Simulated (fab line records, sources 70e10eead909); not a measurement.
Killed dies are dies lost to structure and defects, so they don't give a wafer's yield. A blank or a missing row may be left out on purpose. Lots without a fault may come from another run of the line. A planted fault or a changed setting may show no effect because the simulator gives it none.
fab line records | flow nand_harc
record lots=14 wafers=42 last_day=34
route steps=1302 shown A_DECK1_JOINT@530 A_ONON_D2@552 A_CHANNEL_HOLE_D2@580
lots that met no fault: from a run of the same line without faults
start_h: hours from the record's first day to the start of the lot's first wafer shown | wait_h: hours since the lot's step before | " the same as in the row above | L1.1+2: a row that stands for several wafers | - no value, or no start given | * or withheld: withheld | < > ~ a bound
route shown NAME@n: a module of which the file shows steps, and the number in the route of the first | usual: mean/standard deviation of fault-free wafers | same: alike in all rows | chamber/n: place in a boat | sites: the reading at each site | _std_site: their standard deviation | _edge_site: outer sites' mean less inner sites' | radius_mm: how far each site lies from the wafer's centre | mask NAME#n: copy n | behind: the tool/chamber that last shaped the wafer | hold: why the lot was held/for how many hours/how that ended | device: the transistor (n, p or np) that didn't switch | end of line: the same wafers' tests at the end of the route | a step without rows: its recipe alone | killed: dies lost to structure and defects at the first sort, not the wafer's yield | map: a wafer's dies, x killed, . not, _ none there
set.NAME: the setting as run; set.NAME@STEP: as run at that earlier step | model.NAME: the simulator's own value behind a step, which no gauge read
steps of the route over a sample of lots; a table a step, a row a wafer
services: from which hour (start_h, from the record's first day; less than 0 if before it) a tool's chamber was out of use, for how many hours, and why
## steps
# step NHARC_A_DECK1_JOINT_ETCHBACK_00
# recipe target_depth_a=300 time_s=17.4 hbr_flow_sccm=150 rf_w=350 icp_w=350 bias_w=60 chemistry=HBr
# usual chamber_pressure_mTorr=14.998/0.013 drypump_motor_current_A=5.7/0.61 hbr_flow_sccm=150.0/0.44 oes_product_au=1.001/0.0091 throttle_valve_pct=23.266/0.0095
# columns lot.wafer tool chamber start_h wait_h chamber_pressure_mTorr drypump_motor_current_A hbr_flow_sccm oes_product_au rf_hours_counter_h throttle_valve_pct
L261.1 rie_si-05 0 260.76 0.1 14.989 6.1 149.5 1.012 0.8 23.264
L261.4 " 1 " " 14.967 6.0 150.0 0.995 0.8 23.259
L261.2 " 2 " " 14.982 6.3 150.0 1.012 0.8 23.267
L262.3 rie_si-03 3 266.31 0.1 14.985 4.7 150.5 1.001 0.2 23.273
L262.5 " 3 " " 14.979 4.7 150.6 0.999 - 23.266
L262.6 " 0 " " 15.003 5.4 149.8 1.014 - 23.274
L263.4 rie_si-04 0 266.35 0.1 15.018 6.5 149.4 1.008 0.7 23.264
L263.5 " 1 " " 14.983 6.5 150.0 0.994 - 23.262
L263.6 " 2 " " 15.011 5.2 149.1 1.006 - 23.251
L266.2 rie_si-04 1 308.95 0.1 15.000 6.5 150.5 1.007 0.9 23.265
L266.5 " 1 " " 14.984 6.5 150.0 1.010 - 23.259
L266.6 " 2 " " 14.980 5.3 150.7 1.008 - 23.266
L268.1 rie_si-03 1 334.84 0.1 15.014 6.3 149.3 0.986 0.6 23.272
L268.3 " 3 " " 14.993 4.7 149.9 0.997 0.6 23.272
L268.5 " 0 " " 15.006 5.4 149.3 1.008 - 23.270
L267.3 rie_si-05 1 334.84 0.1 14.991 6.0 149.6 0.987 0.2 23.281
L267.4 " 3 " " 14.991 4.7 149.5 1.003 0.2 23.269
L267.5 " 1 " " 15.009 6.0 149.1 0.996 - 23.273
L272.2 rie_si-03 0 364.96 0.1 15.020 5.5 149.9 1.012 0.8 23.260
L272.1 " 1 " " 15.001 6.3 150.3 0.994 0.8 23.256
L272.4 " 2 " " 14.993 5.4 150.1 1.013 0.8 23.260
L275.4 rie_si-04 1 402.48 0.1 14.997 6.5 150.6 0.988 0.3 23.281
L275.6 " 0 " " 15.005 6.5 150.1 1.000 - 23.268
L275.5 " 1 " " 14.987 6.5 150.5 0.985 - 23.270
L276.3 rie_si-05 0 406.31 0.1 14.992 6.1 150.1 1.012 0.6 23.276
L276.4 " 2 " " 15.020 6.3 149.6 1.004 0.6 23.273
L276.6 " 0 " " 15.025 6.1 150.1 1.008 - 23.263
L280.2 rie_si-05 2 452.93 0.1 15.003 6.3 150.1 0.998 0.8 23.253
L280.3 " 3 " " 15.015 4.7 150.0 0.992 0.8 23.266
L280.4 " 0 " " 15.003 6.1 150.2 0.997 0.9 23.272
L281.2 rie_si-05 1 459.72 0.1 14.992 6.0 150.2 0.990 1.0 23.258
L281.3 " 3 " " 15.013 4.7 149.1 0.993 0.8 23.245
L281.5 " 2 " " 14.966 6.3 149.6 0.999 - 23.277
L282.3 rie_si-04 3 468.99 0.1 15.018 5.2 149.8 0.984 0.8 23.264
L282.1 " 0 " " 14.993 6.5 150.0 0.986 0.8 23.251
L282.6 " 3 " " 15.018 5.2 150.3 0.986 - 23.261
L283.4 rie_si-05 0 469.01 0.1 15.013 6.1 149.9 1.001 1.0 23.277
L283.2 " 1 " " 15.000 6.0 150.6 0.995 1.1 23.279
L283.5 " 3 " " 15.007 4.7 150.0 0.996 - 23.258
L284.3 rie_si-03 2 476.49 0.1 15.006 5.4 150.7 0.998 0.4 23.264
L284.4 " 0 " " 15.011 5.4 150.6 1.004 0.3 23.256
L284.1 " 1 " " 14.998 6.3 149.0 1.001 0.4 23.275
# step NHARC_A_ONON_D2_THK_MEAS_11
# recipe thk_meas_gauge=ellipsometry
# usual thk_nm=1001/9.4
# columns lot.wafer tool chamber start_h wait_h thk_nm
L261.1 film_metro-02 - 285.69 - 1008
L261.2 " - " " 1004
L261.4 " - " " 1004
L263.4 film_metro-01 - 297.24 - 998
L263.5 " - " " 998
L263.6 " - " " 997
L262.3 film_metro-02 - 297.24 - 999
L262.5 " - " " 1001
L262.6 " - " " 997
L266.2 film_metro-02 - 337.89 - 996
L266.5 " - " " 998
L266.6 " - " " 996
L267.3 film_metro-02 - 357.76 - 998
L267.4 " - " " 998
L267.5 " - " " 997
L268.1 film_metro-01 - 357.80 - 994
L268.3 " - " " 995
L268.5 " - " " 996
L272.1 film_metro-02 - 397.75 - 1003
L272.2 " - " " 1004
L272.4 " - " " 1001
L276.3 film_metro-02 - 440.86 - 990
L276.4 " - " " 989
L276.6 " - " " 991
L275.4 film_metro-01 - 440.88 - 1020
L275.5 " - " " 1020
L275.6 " - " " 1019
L280.2 film_metro-01 - 476.68 - 1006
L280.3 " - " " 1006
L280.4 " - " " 1004
L281.2 film_metro-02 - 482.58 - 1002
L281.3 " - " " 1000
L281.5 " - " " 1001
L283.2 film_metro-01 - 496.13 - 976
L283.4 " - " " 979
L283.5 " - " " 975
L282.1 film_metro-02 - 496.13 - 1005
L282.3 " - " " 1005
L282.6 " - " " 1007
L284.1 film_metro-02 - 506.67 - 1004
L284.3 " - " " 1005
L284.4 " - " " 1002
# step NHARC_A_CHANNEL_HOLE_D2_PEB_08
# recipe peb_temp_c=100 peb_time_s=65
# usual chill_plate_temp_C=23.02/0.11 exhaust_pa=44.8/0.95 plate_temp_C=100.04/0.13 resist_line_temp_C=22.99/0.095
# columns lot.wafer tool chamber start_h wait_h chill_plate_temp_C exhaust_pa plate_temp_C resist_line_temp_C
L261.1 litho_track-01 0 302.53 0.1 22.85 44.8 99.93 23.06
L261.2 " 0 " " 23.01 44.7 99.82 23.14
L261.4 " 0 " " 22.97 45.8 99.97 23.01
L262.3 litho_track-06 0 315.51 0.0 22.96 44.4 100.22 22.83
L262.5 " 0 " " 23.02 42.9 100.29 22.99
L262.6 " 0 " " 22.92 44.9 99.94 22.99
L263.4 litho_track-01 0 315.73 0.0 22.98 45.8 99.89 23.02
L263.5 " 0 " " 22.85 43.9 100.00 23.03
L263.6 " 0 " " 23.01 44.6 100.00 22.92
L266.2 litho_track-06 0 353.47 0.1 23.23 44.2 100.03 23.01
L266.5 " 0 " " 23.16 45.6 100.05 22.99
L266.6 " 0 " " 23.06 46.0 100.20 22.77
L267.3 litho_track-06 0 373.83 0.0 22.92 45.3 100.11 22.97
L267.4 " 0 " " 22.95 43.0 99.96 22.79
L267.5 " 0 " " 22.88 44.6 99.94 23.05
L268.1 litho_track-01 0 375.90 0.1 22.97 44.5 100.03 22.96
L268.3 " 0 " " 22.96 45.4 100.11 22.84
L268.5 " 0 " " 22.98 45.0 100.10 22.89
L272.1 litho_track-06 0 411.10 0.1 23.12 45.3 100.05 23.09
L272.2 " 0 " " 23.16 45.5 100.01 22.98
L272.4 " 0 " " 23.16 45.1 100.26 23.07
L275.4 litho_track-01 - 454.90 0.0 - - - -
L275.5 " - " " - - - -
L275.6 " - " " - - - -
L276.3 litho_track-01 - 455.27 0.1 - - - -
L276.4 " - " " - - - -
L276.6 " - " " - - - -
L280.2 litho_track-01 0 492.50 0.1 22.99 46.1 100.19 23.07
L280.3 " 0 " " 22.96 45.6 100.01 22.84
L280.4 " 0 " " 23.00 45.0 100.01 23.21
L281.2 litho_track-04 0 499.55 0.1 23.01 44.1 100.17 23.00
L281.3 " 0 " " 22.96 44.9 99.96 23.10
L281.5 " 0 " " 23.09 45.9 100.18 23.02
L282.1 litho_track-06 0 511.25 0.1 22.96 43.0 100.03 22.91
L282.3 " 0 " " 22.93 45.3 99.98 22.93
L282.6 " 0 " " 22.92 44.2 100.07 22.86
L283.2 litho_track-01 0 512.21 0.1 23.30 43.4 100.08 22.91
L283.4 " 0 " " 23.04 44.0 100.21 23.19
L283.5 " 0 " " 23.17 44.2 99.86 22.94
L284.1 litho_track-06 0 520.17 0.1 22.87 44.5 100.11 22.92
L284.3 " 0 " " 23.00 43.9 99.96 23.10
L284.4 " 0 " " 22.91 44.5 99.95 23.03
# step NHARC_A_CHANNEL_HOLE_D2_ETCH_34
# recipe target_depth_a=1540 time_s=77 cf4_flow_sccm=100 chf3_flow_sccm=30 ar_flow_sccm=0 rf_w=500 bias_w=200 chemistry=CF4/CHF3
# usual chamber_pressure_mTorr=24.999/0.022 drypump_motor_current_A=5.8/0.37 oes_product_au=0.962/0.018 rf_vpp_V=368.7/1.4 showerhead_plenum_p_Torr=1.52/0.038 throttle_valve_pct=16.802/0.0092
# columns lot.wafer tool chamber start_h wait_h chamber_pressure_mTorr drypump_motor_current_A oes_product_au rf_hours_counter_h rf_vpp_V showerhead_plenum_p_Torr throttle_valve_pct
L261.1 rie_diel-06 2 - - 24.997 6.3 0.923 10 369.2 1.49 16.785
L261.2 " 0 " " 25.008 5.9 0.910 10 369.1 1.53 16.797
L261.4 " 0 " " 24.987 5.9 0.920 - 368.9 1.53 16.806
L262.3 rie_diel-01 3 - - 24.982 5.9 0.972 5 370.9 1.57 16.798
L262.6 " 1 " " 25.005 5.2 0.968 - 369.0 1.58 16.786
L262.5 " 2 " " 24.997 6.1 0.970 - 367.9 1.47 16.814
L263.4 rie_diel-13 1 - - 25.035 5.1 0.957 6 368.0 1.51 16.811
L263.6 " 0 " " 24.973 5.4 0.965 - 368.7 1.49 16.805
L263.5 " 1 " " 25.002 5.1 0.948 - 368.8 1.51 16.804
L266.2 rie_diel-06 0 - - 25.006 6.0 0.967 3 368.9 1.53 16.797
L266.6 " 0 " " 25.021 5.9 0.971 - 368.4 1.53 16.801
L266.5 " 1 " " 25.018 5.5 0.981 - 369.6 1.54 16.795
L267.4 rie_diel-01 0 - - 24.960 6.1 0.946 8 370.0 1.60 16.808
L267.3 " 1 " " 24.985 5.2 0.925 8 371.3 1.58 16.795
L267.5 " 1 " " 24.987 5.2 0.915 - 370.4 1.58 16.817
L268.3 rie_diel-13 0 - - 24.952 5.4 0.929 3 367.2 1.49 16.804
L268.1 " 1 " " 24.972 5.1 0.925 2 368.8 1.51 16.815
L268.5 " 0 " " 24.988 5.4 0.917 - 368.0 1.49 16.802
L272.1 rie_diel-01 1 - - 24.965 5.2 0.959 1 371.8 1.58 16.802
L272.2 " 3 " " 25.001 5.9 0.980 1 369.6 1.57 16.798
L272.4 " 0 " " 24.962 6.0 0.984 1 371.5 1.60 16.789
L275.4 rie_diel-01 0 - - 25.008 6.0 0.961 3 370.1 1.60 16.816
L275.5 " 2 " " 24.991 6.1 0.970 - 368.6 1.47 16.797
L275.6 " 3 " " 24.977 5.9 0.975 - 371.6 1.57 16.799
L276.3 rie_diel-06 2 - - 24.991 6.2 0.963 11 367.3 1.48 16.796
L276.4 " 3 " " 25.011 6.0 0.974 10 368.7 1.48 16.793
L276.6 " 1 " " 24.972 5.5 0.971 - 370.5 1.54 16.794
L280.4 rie_diel-13 1 - - 25.041 5.1 0.976 9 367.2 1.51 16.810
L280.3 " 2 " " 25.035 5.7 0.968 9 370.6 1.50 16.805
L280.2 " 3 " " 25.014 5.9 0.956 10 367.4 1.51 16.803
L281.3 rie_diel-06 2 - - 24.964 6.3 0.961 0 366.5 1.48 16.796
L281.2 " 3 " " 25.005 6.0 0.979 0 367.9 1.48 16.801
L281.5 " 2 " " 25.009 6.3 0.956 - 367.7 1.48 16.813
L282.3 rie_diel-06 3 - - 25.056 6.0 0.955 1 368.0 1.48 16.798
L282.1 " 1 " " 25.023 5.5 0.976 1 370.0 1.54 16.798
L282.6 " 0 " " 24.988 5.9 0.944 - 369.2 1.53 16.809
L283.4 rie_diel-13 1 - - 25.059 5.1 0.967 11 369.0 1.51 16.817
L283.2 " 3 " " 25.030 5.8 0.965 11 369.7 1.51 16.802
L283.5 " 0 " " 24.998 5.3 0.969 - 366.7 1.49 16.809
L284.3 rie_diel-01 0 - - 24.982 6.1 0.972 5 371.2 1.60 16.792
L284.4 " 1 " " 25.042 5.2 0.945 6 371.7 1.58 16.804
L284.1 " 3 " " 24.980 5.9 0.984 5 369.6 1.57 16.789
## services
# columns tool chamber start_h hours kind
rie_diel-13 1 246.52 9.3 repair
rie_si-03 - 260.32 0.7 repair
rie_si-03 2 264.15 2.9 repair
rie_diel-01 2 270.54 7.7 repair
rie_si-05 3 277.57 10.4 repair
rie_diel-06 0 279.83 6.5 repair
rie_si-05 2 288.63 15.7 repair
rie_diel-06 1 292.75 25.7 repair
rie_si-03 1 304.05 7.1 repair
rie_si-05 - 305.00 9.0 pm
rie_diel-06 - 307.20 9.0 pm
litho_track-01 - 330.00 7.0 pm
rie_diel-13 - 342.00 9.0 pm
litho_track-06 - 354.00 7.0 pm
rie_diel-06 - 357.03 0.3 repair
rie_diel-01 - 380.81 9.0 pm
rie_diel-01 1 390.53 7.7 repair
rie_diel-06 1 445.90 3.5 repair
rie_diel-06 - 448.34 0.1 repair
rie_diel-01 3 467.43 14.2 repair
rie_diel-01 0 481.60 4.0 repair
rie_si-05 - 482.00 9.0 pm
rie_diel-06 - 484.20 9.0 pm
litho_track-01 - 505.00 7.0 pm
## key
first_sign step=NHARC_A_CHANNEL_HOLE_D2_PEB_08 reading=tool_record direction=missing
effect none on later readings
met_at NHARC_A_CHANNEL_HOLE_D2_PEB_08
struck_lots L275,L276
later_rows_left_out L275.4,L275.5,L275.6,L276.3,L276.4,L276.6
sort_left_out L275.4,L275.5,L275.6,L276.3,L276.4,L276.6
tester_left_out L275,L276
not_acting_at NHARC_A_DECK1_JOINT_ETCHBACK_00,NHARC_A_ONON_D2_THK_MEAS_11,NHARC_A_CHANNEL_HOLE_D2_ETCH_34
onset_between 375.90 454.90
fault kind=skipped_step_whole tool=litho_track-01 chamber=- onset_h=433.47 steps=NHARC_A_CHANNEL_HOLE_D2_PEB_08 scope=struck_lots_only
# tester_left_out: of these lots the tester's yield and bins aren't shown, on N5 and GAA mostly nor the transistor test; their killed dies are dies lost to structure and defects alone, not to doping, threshold or leakage, so they don't give the yield
# sort_left_out: the simulated sort isn't trusted on such a fault, so these wafers' sort isn't shown, and their yield isn't known
# later_rows_left_out: the simulator's readings of these wafers behind a module that went badly wrong aren't trusted and aren't shown, but for the sort
